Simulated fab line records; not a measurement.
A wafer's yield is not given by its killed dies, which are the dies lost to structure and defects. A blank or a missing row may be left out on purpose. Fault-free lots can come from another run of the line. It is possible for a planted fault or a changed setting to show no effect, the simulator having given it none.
Which tool was responsible?    flow n5Finfet    Sampling: 10 lots, 30 wafers, 6 of 1938 route steps

## WHAT THE GAUGES SHOWED, per wafer
N5_GATE_CUT_CD_MEAS_13: the cd target is 20 nm. Usual: cdNm reads 20.08 nm (standard deviation 0.29).
lot   measured      on        cdNm (nm)          flag
L446  day 4 16:10   cdSem-03  19.80 20.09 20.25  
L451  day 5 16:58   cdSem-03  19.30 20.12 20.16  
L452  day 5 23:13   cdSem-03  20.04 20.14 20.32  
L453  day 6 05:04   cdSem-03  20.38 19.75 19.69  
L455  day 6 16:50   cdSem-02  19.74 20.33 20.22  
L464  day 9 01:37   cdSem-03  19.52 20.52 20.00  
L465  day 9 07:10   cdSem-03  20.04 20.27 20.11  
L466  day 9 12:35   cdSem-03  20.04 20.28 20.27  
L468  day 10 02:38  cdSem-03  19.33 19.88 19.85  
L469  day 10 09:16  cdSem-01  20.40 20.06 20.39  

N5_GATE_CUT_OVL_MEAS_14. Usual: GATE_CUT_OVL typically reads 0.1 nm, with standard deviation 0.67.
lot   measured      on          GATE_CUT_OVL (nm)  flag
L446  day 4 16:11   overlay-01  -0.2 -0.2 0.5      
L451  day 5 17:00   overlay-02  0.5 1.0 0.7        
L452  day 5 23:14   overlay-02  1.1 1.1 -0.7       
L453  day 6 05:05   overlay-02  -0.5 -0.7 -1.0     
L455  day 6 16:52   overlay-02  -0.3 -0.7 0.0      
L464  day 9 01:40   overlay-01  -0.9 -0.2 -0.5     
L465  day 9 07:11   overlay-02  -0.6 0.9 -0.3      
L466  day 9 12:37   overlay-01  0.5 -0.2 -0.1      
L468  day 10 02:41  overlay-02  -0.2 1.1 1.7       
L469  day 10 09:18  overlay-01  1.1 1.1 1.6        

N5_GATE_CUT_THK_MEAS_24. Usual: GC_FILL_THK typically reads 221.1 nm, with standard deviation 1.7.
lot   measured      on            GC_FILL_THK (nm)   flag
L446  day 4 19:21   filmMetro-01  221.6 226.9 222.2  
L451  day 5 19:43   filmMetro-02  220.4 222.5 220.8  
L452  day 6 01:58   filmMetro-02  221.3 219.7 221.3  
L453  day 6 07:48   filmMetro-02  220.6 221.5 222.6  
L455  day 6 19:53   filmMetro-01  220.2 224.5 222.1  
L464  day 9 04:24   filmMetro-01  221.2 221.1 221.7  
L465  day 9 09:55   filmMetro-01  218.6 219.2 222.2  
L466  day 9 15:30   filmMetro-02  221.9 222.7 223.3  
L468  day 10 05:23  filmMetro-02  220.1 221.0 221.7  
L469  day 10 12:08  filmMetro-01  221.3 224.2 223.6  

N5_MOL_CONTACT_COAG_THK_MEAS_29. Usual: MD_CAP_THK typically reads 17.93 nm, with standard deviation 0.095.
lot   measured      on            MD_CAP_THK (nm)    flag
L446  day 5 05:40   filmMetro-02  17.95 18.10 17.94  
L451  day 6 05:26   filmMetro-01  17.90 17.79 17.69  
L452  day 6 11:08   filmMetro-01  17.87 18.03 18.00  
L453  day 6 18:11   filmMetro-01  17.82 17.83 17.74  
L455  day 7 04:58   filmMetro-02  18.09 17.71 17.82  
L464  day 9 18:59   filmMetro-02  18.35 18.29 18.38  OFF
L465  day 9 19:52   filmMetro-02  18.34 18.29 18.30  OFF
L466  day 10 02:39  filmMetro-02  18.12 18.29 18.32  OFF
L468  day 10 14:44  filmMetro-02  17.87 17.66 17.91  
L469  day 10 20:02  filmMetro-02  18.05 17.97 17.93  

N5_BEOL_M4_RC_MEAS_101. Usual: DIBL_N 36.3 mV/V, standard deviation 2; DIBL_P 36.3 mV/V, standard deviation 2.4; IOFF_N 0.16 nA/um, standard deviation 0.034; IOFF_P 0.21 nA/um, standard deviation 0.035; ION_N 672 uA/um, standard deviation 12; ION_P 459 uA/um, standard deviation 6.5; SS_N 71.6 mV/dec, standard deviation 0.67; SS_P 73.3 mV/dec, standard deviation 0.71; VT_N 250 mV, standard deviation 3.5; VT_P -251 mV, standard deviation 3.
lot   measured      on         DIBL_N (mV/V)   DIBL_P (mV/V)   IOFF_N (nA/um)  IOFF_P (nA/um)  ION_N (uA/um)  ION_P (uA/um)  SS_N (mV/dec)   SS_P (mV/dec)   VT_N (mV)    VT_P (mV)       flag
L446  day 8 00:26   prober-02  35.2 37.8 35.8  33.4 36.8 34.4  0.12 0.17 0.14  0.18 0.23 0.19  658 676 672    453 464 459    71.4 71.9 71.5  72.0 73.4 72.6  252 248 252  -254 -248 -250  
L451  day 9 05:11   prober-02  35.9 39.3 35.9  34.6 38.7 34.3  0.14 0.22 0.15  0.17 0.23 0.16  657 689 672    444 463 452    71.6 73.1 72.0  73.7 74.5 73.3  255 247 251  -256 -251 -256  
L452  day 9 08:29   prober-01  34.8 36.4 36.4  35.7 37.8 36.9  0.14 0.16 0.17  0.19 0.22 0.21  674 675 680    460 467 458    71.6 71.6 70.6  72.7 73.9 73.1  251 249 247  -250 -249 -251  
L453  day 10 03:58  prober-02  31.6 33.2 33.5  31.6 33.4 34.0  0.11 0.13 0.14  0.16 0.18 0.20  650 660 668    451 457 458    71.4 70.7 71.6  72.7 72.2 73.1  258 252 251  -253 -251 -248  
L455  day 11 02:29  prober-02  36.2 40.1 39.7  34.9 40.8 37.9  0.14 0.23 0.20  0.16 0.26 0.21  668 681 677    452 462 453    71.8 72.4 73.6  73.0 73.9 73.3  253 245 252  -257 -251 -252  
L464  day 14 07:01  prober-02  37.0 34.8 38.7  38.8 34.8 38.5  0.20 0.15 0.24  0.25 0.19 0.24  682 666 676    462 454 458    71.8 71.2 72.4  74.3 74.1 74.0  247 249 244  -248 -252 -249  
L465  day 13 20:22  prober-02  36.9 34.1 39.1  37.5 33.3 39.4  0.17 0.12 0.21  0.21 0.14 0.23  678 659 682    459 448 458    71.0 70.7 72.3  73.6 72.5 73.4  248 255 246  -251 -256 -251  
L466  day 13 08:12  prober-02  36.1 35.3 33.6  35.6 35.6 32.8  0.18 0.17 0.13  0.19 0.19 0.15  695 681 672    465 459 451    71.7 71.2 71.2  73.0 72.9 72.8  246 247 252  -253 -252 -256  
L468  day 14 01:46  prober-02  36.8 33.8 34.3  36.2 32.4 33.0  0.16 0.12 0.13  0.20 0.15 0.16  676 666 672    458 460 459    71.6 70.9 70.7  74.0 72.0 72.4  251 255 253  -249 -256 -252  
L469  day 14 14:23  prober-01  36.8 37.2 36.1  37.1 37.9 36.1  0.19 0.20 0.18  0.22 0.24 0.21  680 679 684    459 459 462    71.8 72.0 72.0  73.0 73.4 72.6  248 246 245  -249 -248 -251  

## WHICH TOOL RAN EACH LOT (tool, then ch and the chambers of the sampled wafers, then the start)
lot   N5_GATE_CUT_CMP_61
L446  cmp-01 ch 1,2,3, day 4 19:55
L451  cmp-01 ch 0,1,2, day 5 20:13
L452  cmp-01 ch 0,1,3, day 6 02:28
L453  cmp-04 ch 0,2,3, day 6 08:20
L455  cmp-01 ch 1,2, day 6 20:26
L464  cmp-01 ch 0,1,2, day 9 04:58
L465  cmp-04 ch 1,2, day 9 10:25
L466  cmp-04 ch 0,1,2, day 9 16:04
L468  cmp-04 ch 0,1,2, day 10 05:56
L469  cmp-01 ch 2,3, day 10 12:48
- N5_GATE_CUT_CMP_61: polishes, stops on SiNx, t overpolish 3 s.

## WHAT THE TOOLS THEMSELVES READ (means of the sampled wafers that have a number; where no wafer has one, the mark that the record gives instead)
N5_GATE_CUT_CMP_61. Usual: edgeZonePressureFrac 1.000, standard deviation 0.0047; headPressurePsi 4.000 psi, standard deviation 0.0088; motorCurrentA 11.9 A, standard deviation 1.6; platenRpm 27.088 rpm, standard deviation 0.018.
lot   tool    edgeZonePressureFrac  headPressurePsi (psi)  motorCurrentA (A)  platenRpm (rpm)  flag
L446  cmp-01  1.002                 3.991                  12.0               27.098           
L451  cmp-01  1.003                 4.004                  12.9               27.097           
L452  cmp-01  1.001                 3.999                  12.9               27.094           
L453  cmp-04  1.005                 4.003                  10.2               27.073           
L455  cmp-01  1.000                 4.006                  12.1               27.094           
L464  cmp-01  -                     -                      -                  -                OFF
L465  cmp-04  -                     -                      -                  -                OFF
L466  cmp-04  -                     -                      -                  -                OFF
L468  cmp-04  1.000                 4.009                  10.8               27.072           
L469  cmp-01  1.001                 4.002                  11.9               27.089           

## THE ANSWER, worked out from the rows above alone
Rule: a lot counts as off when the mean over its wafers that have a number is more than 3 standard deviations away from the usual mean. Also off: a lot with no number at a reading for which 4 or more lots have one. Where the step has rows for the other lots, those lots are counted as sound. After the gauges, taken in route order, come the tools' own readings; for these a lot's mean is taken, as printed above. The first step at which some lot is off is used, and at that step the reading that is off furthest; a lot without a number counts as furthest.
Off: L464, L465, L466, seen at N5_MOL_CONTACT_COAG_THK_MEAS_29 (MD_CAP_THK).
If a tool, at a process step before that reading, ran all the lots that are off and no sound lot after the first of them, it fits. Not tried: the gauges at N5_MOL_CONTACT_COAG_THK_MEAS_29; whatever is off there is also off at N5_GATE_CUT_CMP_61, on other tools, and gauge error can't account for it. Of those tried, none fits.

## WHAT THE SIMULATOR HAD PUT IN
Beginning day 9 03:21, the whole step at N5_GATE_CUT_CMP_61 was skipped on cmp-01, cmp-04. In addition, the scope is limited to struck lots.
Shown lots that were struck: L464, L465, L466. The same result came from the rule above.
